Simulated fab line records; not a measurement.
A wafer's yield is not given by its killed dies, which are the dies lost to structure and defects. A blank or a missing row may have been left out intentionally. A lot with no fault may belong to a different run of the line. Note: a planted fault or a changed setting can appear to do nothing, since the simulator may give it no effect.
What tool caused it? -- flow n5Finfet -- 19 lots with 57 wafers sampled at 6 steps, on a route of 1938 steps

WHAT THE GAUGES READ, wafer by wafer
N5_STI_FIN_REVEAL_THK_MEAS_05. Usual: thkNm reads 132.2 nm (standard deviation 0.93).
lot,measured,on,thkNm (nm),flag
L074,day 2 13:58,filmMetro-02,132.6 133.0 132.8,
L076,day 2 21:24,filmMetro-01,132.2 133.1 132.0,
L078,day 3 10:19,filmMetro-01,131.3 131.9 132.3,
L079,day 3 15:52,filmMetro-01,131.8 130.3 132.2,
L080,day 3 22:43,filmMetro-01,133.0 132.3 133.1,
L081,day 4 06:13,filmMetro-01,131.6 131.1 131.3,
L082,day 4 12:22,filmMetro-01,133.4 134.5 133.1,
L083,day 4 17:03,filmMetro-01,132.9 131.7 131.3,
L085,day 5 10:35,filmMetro-02,132.5 131.6 133.1,
L086,day 5 14:14,filmMetro-01,132.6 130.6 131.3,
L087,day 5 17:46,filmMetro-02,131.1 130.2 131.1,
L088,day 5 21:55,filmMetro-02,134.4 132.9 133.2,
L089,day 6 03:28,filmMetro-01,131.0 131.1 130.4,
L090,day 6 08:37,filmMetro-02,133.4 132.6 131.2,
L091,day 6 15:51,filmMetro-02,132.9 132.0 131.7,
L092,day 6 22:00,filmMetro-02,131.3 132.7 132.2,
L093,day 7 09:47,filmMetro-02,132.7 132.6 133.1,
L096,day 7 22:20,filmMetro-01,133.1 129.9 131.8,
L097,day 8 04:31,filmMetro-02,131.8 133.4 133.1,

WHAT TOOL EACH LOT RAN ON (gives the tool, then ch and the chambers of the sampled wafers, and finally the start)
lot,N5_PMOS_HMC_CHANNEL_EPI_ETCH_32,N5_PMOS_HMC_CHANNEL_EPI_ETCH_38,N5_FIN_SAQP_ALD_61,N5_FIN_SAQP_ETCH_52,N5_FIN_SAQP_STRIP_77
L074,"rieDiel-01 ch 0,3, day 1 19:46","rieSi-06 ch 0,3, day 1 20:10","aldSin-02 ch 0,3, day 1 22:44","rieDiel-02 ch 0,2, day 2 01:06","rieDiel-05 ch 0,2,3, day 2 05:18"
L076,"rieDiel-04 ch 0,1,2, day 2 05:35","rieSi-06 ch 0,2,3, day 2 06:00","aldSin-02 ch 0,1,3, day 2 08:37","rieDiel-06 ch 1,2,3, day 2 10:15","rieDiel-02 ch 1,2, day 2 14:05"
L078,"rieDiel-04 ch 0,1,3, day 2 18:21","rieSi-06 ch 1,2,3, day 2 18:58","aldSin-02 ch 0,1, day 2 21:27","rieDiel-06 ch 0,2,3, day 2 22:54","rieDiel-06 ch 0,1,2, day 3 02:48"
L079,"rieDiel-03 ch 0,1,2, day 2 23:29","rieSi-06 ch 2,3, day 2 23:53","aldSin-02 ch 0,3, day 3 02:22","rieDiel-06 ch 0,2, day 3 03:52","rieDiel-05 ch 1,3, day 3 07:47"
L080,"rieDiel-03 ch 0,1,3, day 3 05:11","rieSi-02 ch 0,1,2, day 3 05:35","aldSin-03 ch 1,2,3, day 3 09:31","rieDiel-05 ch 0,2,3, day 3 11:08","rieDiel-06 ch 0,1, day 3 15:31"
L081,"rieDiel-04 ch 1,2, day 3 11:34","rieSi-02 ch 0,1,2, day 3 12:11","aldSin-04 ch 0,1,2, day 3 15:01","rieDiel-05 ch 0,2,3, day 3 16:24","rieDiel-05 ch 0,2, day 3 20:13"
L082,"rieDiel-01 ch 0,1,2, day 3 17:37","rieSi-06 ch 0,3, day 3 18:01","aldSin-03 ch 1,2, day 3 20:51","rieDiel-05 ch 0,3, day 3 22:29","rieDiel-02 ch 0,2,3, day 4 03:45"
L083,"rieDiel-04 ch 0,3, day 3 23:35","rieSi-06 ch 0,1,2, day 4 00:01","aldSin-02 ch 0,2,3, day 4 03:26","rieDiel-02 ch 2,3, day 4 05:21","rieDiel-05 ch 0,1, day 4 09:41"
L085,"rieDiel-03 ch 1,2, day 4 12:06","rieSi-02 ch 0,1,3, day 4 12:30","aldSin-04 ch 0,1,3, day 4 15:46","rieDiel-06 ch 0,1,3, day 4 17:33","rieDiel-05 ch 0,2, day 4 23:38"
L086,"rieDiel-04 ch 0,2,3, day 4 17:35","rieSi-06 ch 0,1,3, day 4 17:59","aldSin-04 ch 0,2,3, day 4 20:57","rieDiel-02 ch 0,1,2, day 4 22:20","rieDiel-02 ch 0,2,3, day 5 06:59"
L087,"rieDiel-01 ch 2,3, day 4 23:14","rieSi-02 ch 0,1,3, day 4 23:39","aldSin-03 ch 0,1,3, day 5 05:27","rieDiel-05 ch 1,3, day 5 06:44","rieDiel-02 ch 0,1,3, day 5 10:22"
L088,"rieDiel-04 ch 0,1,3, day 5 05:47","rieSi-02 ch 0,2,3, day 5 06:11","aldSin-02 ch 2,3, day 5 09:08","rieDiel-06 ch 0,2,3, day 5 10:32","rieDiel-06 ch 0,2,3, day 5 14:11"
L089,"rieDiel-01 ch 1,2,3, day 5 11:22","rieSi-02 ch 0,2,3, day 5 11:46","aldSin-03 ch 0,3, day 5 14:41","rieDiel-02 ch 0,1, day 5 16:05","rieDiel-02 ch 0,1,2, day 5 20:02"
L090,"rieDiel-01 ch 1,3, day 5 17:04","rieSi-06 ch 0,1,3, day 5 17:28","aldSin-04 ch 0,1, day 5 20:20","rieDiel-02 ch 1,2, day 5 21:43","rieDiel-02 ch 0,1,2, day 6 01:25"
L091,"rieDiel-04 ch 1,2,3, day 5 23:14","rieSi-06 ch 0,2, day 5 23:38","aldSin-02 ch 1,2, day 6 02:50","rieDiel-05 ch 0,1,3, day 6 04:23","rieDiel-06 ch 2,3, day 6 08:34"
L092,"rieDiel-04 ch 0,1,3, day 6 05:05","rieSi-06 ch 0,1,2, day 6 05:29","aldSin-02 ch 0,1,3, day 6 08:58","rieDiel-06 ch 0,3, day 6 10:31","rieDiel-06 ch 2,3, day 6 14:11"
L093,"rieDiel-04 ch 1,3, day 6 17:20","rieSi-05 ch 1,3, day 6 17:45","aldSin-03 ch 2,3, day 6 20:50","rieDiel-06 ch 0,1,3, day 6 22:14","rieDiel-02 ch 0,2, day 7 02:01"
L096,"rieDiel-01 ch 2,3, day 7 05:59","rieSi-06 ch 0,3, day 7 06:23","aldSin-03 ch 0,1, day 7 09:44","rieDiel-02 ch 0,2,3, day 7 11:05","rieDiel-02 ch 0,2,3, day 7 15:03"
L097,"rieDiel-01 ch 2,3, day 7 12:14","rieSi-05 ch 0,1,3, day 7 12:39","aldSin-04 ch 0,1,2, day 7 15:10","rieDiel-05 ch 1,2,3, day 7 17:05","rieDiel-02 ch 0,2,3, day 7 21:08"
- N5_PMOS_HMC_CHANNEL_EPI_ETCH_32: etches BARC in N2/H2, stops on SiO2, target depth 85.8 nm, time 50.3 s.
- N5_PMOS_HMC_CHANNEL_EPI_ETCH_38: etches SiO2 in CF4, target depth 1.5 nm.
- N5_FIN_SAQP_ALD_61: deposits SiO2, target thk 4 nm, pulse time 1 s, purge time 2 s.
- N5_FIN_SAQP_ETCH_52: etches SOC in N2/H2, target depth 100 nm, overetch 20 nm, time 150 s.
- N5_FIN_SAQP_STRIP_77: strips in N2/H2, time 90 s.

AS READ BY THE TOOLS THEMSELVES (means over the sampled wafers that have a number; for cases with no such wafer, the mark the record gives instead)
N5_PMOS_HMC_CHANNEL_EPI_ETCH_32. Usual: chamberPressureMTorr 30.002 mTorr, standard deviation 0.028; drypumpMotorCurrentA 5.9 A, standard deviation 0.62; n2FlowSccm 200.1 sccm, standard deviation 0.59; oesProductAu 0.63 a.u., standard deviation 0.052; rfVppV 523.8 V, standard deviation 2.8; showerheadPlenumPTorr 2.54 Torr, standard deviation 0.094; throttleValvePct 17.92 %, standard deviation 0.23.
lot,tool,chamberPressureMTorr (mTorr),drypumpMotorCurrentA (A),n2FlowSccm (sccm),oesProductAu (a.u.),rfVppV (V),showerheadPlenumPTorr (Torr),throttleValvePct (%),flag
L074,rieDiel-01,30.022,6.0,199.5,0.63,521.0,2.43,17.80,
L076,rieDiel-04,29.982,5.6,199.9,0.64,526.1,2.60,18.00,
L078,rieDiel-04,30.030,5.9,199.7,0.64,524.6,2.57,17.86,
L079,rieDiel-03,29.996,5.6,199.6,0.65,524.0,2.55,17.85,
L080,rieDiel-03,29.993,5.9,199.9,0.63,522.2,2.51,17.81,
L081,rieDiel-04,30.001,5.9,199.8,0.62,523.8,2.55,18.02,
L082,rieDiel-01,29.981,5.7,199.9,0.59,522.6,2.51,18.11,
L083,rieDiel-04,30.028,6.3,199.4,0.63,522.9,2.51,17.74,
L085,rieDiel-03,29.990,5.7,199.7,0.65,524.3,2.58,18.00,
L086,rieDiel-04,30.000,6.0,200.0,0.63,522.6,2.53,17.89,
L087,rieDiel-01,30.017,6.5,199.7,0.63,522.4,2.50,18.03,
L088,rieDiel-04,30.017,5.9,200.8,0.63,524.1,2.56,17.90,
L089,rieDiel-01,30.021,5.8,200.0,0.62,523.7,2.53,18.02,
L090,rieDiel-01,30.032,5.7,200.0,0.65,523.3,2.52,17.83,
L091,rieDiel-04,30.012,6.1,200.1,0.60,522.6,2.51,17.91,
L092,rieDiel-04,29.999,5.8,200.6,0.62,524.6,2.56,17.90,
L093,rieDiel-04,30.003,6.3,200.1,0.60,521.4,2.48,17.76,
L096,rieDiel-01,30.022,6.5,200.1,0.61,523.2,2.49,18.07,
L097,rieDiel-01,29.950,6.3,200.4,0.64,521.9,2.47,17.88,

N5_PMOS_HMC_CHANNEL_EPI_ETCH_38. Usual: chamberPressureMTorr 9.999 mTorr, standard deviation 0.0088; drypumpMotorCurrentA 5.7 A, standard deviation 0.4; oesProductAu 0.996 a.u., standard deviation 0.014; throttleValvePct 21.83 %, standard deviation 0.16.
lot,tool,chamberPressureMTorr (mTorr),drypumpMotorCurrentA (A),oesProductAu (a.u.),throttleValvePct (%),flag
L074,rieSi-06,10.002,5.6,0.995,21.94,
L076,rieSi-06,9.996,5.7,0.998,21.84,
L078,rieSi-06,10.001,5.7,1.003,21.72,
L079,rieSi-06,10.008,5.7,0.997,21.72,
L080,rieSi-02,10.000,5.7,1.020,21.92,
L081,rieSi-02,9.988,5.8,1.013,21.92,
L082,rieSi-06,9.995,5.7,0.995,21.84,
L083,rieSi-06,9.989,5.7,0.991,21.84,
L085,rieSi-02,9.991,5.7,1.000,21.74,
L086,rieSi-06,10.008,5.6,0.990,21.84,
L087,rieSi-02,10.002,5.7,0.995,21.74,
L088,rieSi-02,10.004,6.1,1.002,21.82,
L089,rieSi-02,9.999,6.0,0.998,21.82,
L090,rieSi-06,10.006,5.6,0.991,21.83,
L091,rieSi-06,9.994,5.7,0.996,21.84,
L092,rieSi-06,10.003,5.7,0.996,21.83,
L093,rieSi-05,10.003,5.5,0.991,21.86,
L096,rieSi-06,10.001,5.6,0.989,21.96,
L097,rieSi-05,9.993,5.7,1.007,21.88,

N5_FIN_SAQP_ALD_61. Usual: heaterPowerW 471 W, standard deviation 33; precursorPulseHeightRel 1.000, standard deviation 0.021.
lot,tool,heaterPowerW (W),precursorPulseHeightRel,flag
L074,aldSin-02,487,0.984,
L076,aldSin-02,459,1.017,
L078,aldSin-02,433,1.007,
L079,aldSin-02,479,1.010,
L080,aldSin-03,497,0.988,
L081,aldSin-04,462,1.003,
L082,aldSin-03,470,0.999,
L083,aldSin-02,466,0.987,
L085,aldSin-04,468,1.008,
L086,aldSin-04,483,0.980,
L087,aldSin-03,495,0.985,
L088,aldSin-02,478,0.986,
L089,aldSin-03,514,1.002,
L090,aldSin-04,461,0.996,
L091,aldSin-02,435,1.004,
L092,aldSin-02,454,0.984,
L093,aldSin-03,499,0.989,
L096,aldSin-03,462,1.016,
L097,aldSin-04,462,1.003,

N5_FIN_SAQP_ETCH_52. Usual: chamberPressureMTorr 30.000 mTorr, standard deviation 0.027; drypumpMotorCurrentA 5.7 A, standard deviation 0.48; n2FlowSccm 200.0 sccm, standard deviation 0.53; oesProductAu 0.69 a.u., standard deviation 0.077; rfVppV 524.2 V, standard deviation 2.9; showerheadPlenumPTorr 2.56 Torr, standard deviation 0.1; throttleValvePct 17.90 %, standard deviation 0.28.
lot,tool,chamberPressureMTorr (mTorr),drypumpMotorCurrentA (A),n2FlowSccm (sccm),oesProductAu (a.u.),rfVppV (V),showerheadPlenumPTorr (Torr),throttleValvePct (%),flag
L074,rieDiel-02,30.000,6.1,200.1,0.70,526.8,2.62,17.66,
L076,rieDiel-06,29.973,5.6,199.9,0.64,520.2,2.42,18.19,
L078,rieDiel-06,30.001,5.6,199.2,0.64,521.9,2.46,18.12,
L079,rieDiel-06,29.977,5.6,199.7,0.65,521.3,2.50,18.19,
L080,rieDiel-05,30.007,5.4,200.2,0.63,523.6,2.52,17.91,
L081,rieDiel-05,29.979,5.4,199.7,0.63,523.7,2.52,17.92,
L082,rieDiel-05,30.015,5.5,200.3,0.62,523.3,2.55,17.87,
L083,rieDiel-02,30.028,5.9,200.0,0.66,525.5,2.61,17.79,
L085,rieDiel-06,30.029,5.8,199.7,0.70,523.9,2.55,18.13,
L086,rieDiel-02,30.019,6.3,200.0,0.71,526.6,2.63,17.61,
L087,rieDiel-05,30.004,5.1,200.3,0.73,526.0,2.62,18.00,
L088,rieDiel-06,30.004,5.5,200.2,0.71,524.5,2.55,18.01,
L089,rieDiel-02,30.005,6.5,199.9,0.73,526.7,2.64,17.55,
L090,rieDiel-02,29.993,6.1,200.1,0.70,526.1,2.66,17.71,
L091,rieDiel-05,29.988,5.3,199.8,0.76,524.7,2.58,17.81,
L092,rieDiel-06,30.004,5.8,200.2,0.75,526.8,2.65,17.84,
L093,rieDiel-06,29.991,5.8,199.8,0.68,523.5,2.55,18.14,
L096,rieDiel-02,30.016,6.0,199.8,0.66,524.3,2.56,17.76,
L097,rieDiel-05,30.000,5.2,200.3,0.74,526.7,2.65,17.87,

N5_FIN_SAQP_STRIP_77. Usual: biasPowerW 3.000 W, standard deviation 0.0087; chamberPressureMTorr 100.00 mTorr, standard deviation 0.091; drypumpMotorCurrentA 5.7 A, standard deviation 0.47; n2FlowSccm 299.9 sccm, standard deviation 0.89; oesProductAu 0.75 a.u., standard deviation 0.08; rfVppV 45.4 V, standard deviation 0.83; showerheadPlenumPTorr 3.39 Torr, standard deviation 0.12; throttleValvePct 12.31 %, standard deviation 0.26.
lot,tool,biasPowerW (W),chamberPressureMTorr (mTorr),drypumpMotorCurrentA (A),n2FlowSccm (sccm),oesProductAu (a.u.),rfVppV (V),showerheadPlenumPTorr (Torr),throttleValvePct (%),flag
L074,rieDiel-05,2.995,100.01,5.4,299.9,0.70,45.2,3.36,12.32,
L076,rieDiel-02,3.006,100.05,6.4,299.5,0.83,45.6,3.56,11.95,
L078,rieDiel-06,3.003,99.99,5.6,300.0,0.72,44.7,3.28,12.61,
L079,rieDiel-05,2.994,100.07,5.1,299.7,0.83,45.4,3.48,12.25,
L080,rieDiel-06,2.991,99.94,5.8,300.0,0.71,45.0,3.31,12.68,
L081,rieDiel-05,3.012,100.05,5.6,300.2,0.68,45.8,3.25,12.42,
L082,rieDiel-02,3.001,99.95,6.1,300.3,0.74,45.8,3.41,12.16,
L083,rieDiel-05,3.007,100.00,5.7,299.5,0.73,45.8,3.36,12.33,
L085,rieDiel-05,2.990,100.07,5.8,299.3,0.67,44.9,3.27,12.41,
L086,rieDiel-02,3.001,100.03,6.0,299.6,0.73,46.0,3.41,12.18,
L087,rieDiel-02,3.000,100.04,6.3,299.7,0.76,45.2,3.43,12.09,
L088,rieDiel-06,3.004,100.04,5.6,300.3,0.80,45.1,3.39,12.35,
L089,rieDiel-02,2.996,99.96,6.3,299.9,0.78,45.4,3.48,12.04,
L090,rieDiel-02,3.005,99.98,6.3,300.2,0.78,44.7,3.48,12.05,
L091,rieDiel-06,2.997,99.92,5.6,300.7,0.86,45.2,3.47,12.14,
L092,rieDiel-06,3.005,100.02,5.6,299.6,0.85,45.8,3.47,12.13,
L093,rieDiel-02,3.005,99.95,6.2,300.0,0.75,45.3,3.41,12.10,
L096,rieDiel-02,2.992,100.02,6.0,301.2,0.71,45.9,3.40,12.22,
L097,rieDiel-02,2.995,99.93,6.0,300.2,0.71,45.9,3.40,12.24,

THE ANSWER, worked out from the rows above alone
Rule: take the mean of a lot's wafers that have a number; if it is more than 3 standard deviations from the usual mean, the lot is off. Also off: a lot with no number at a reading for which 4 or more lots have one. Where the step has rows for the other lots, those lots are counted as sound. Order of review: gauges by route order, followed by the tools' own readings, for which a lot's mean as printed above is used. The first step at which some lot is off is used, and at that step the reading that is off furthest; a lot without a number counts as furthest.
No lot is off on any of the readings shown, so nothing can be concluded from this.

WHAT WAS PUT IN BY THE SIMULATOR
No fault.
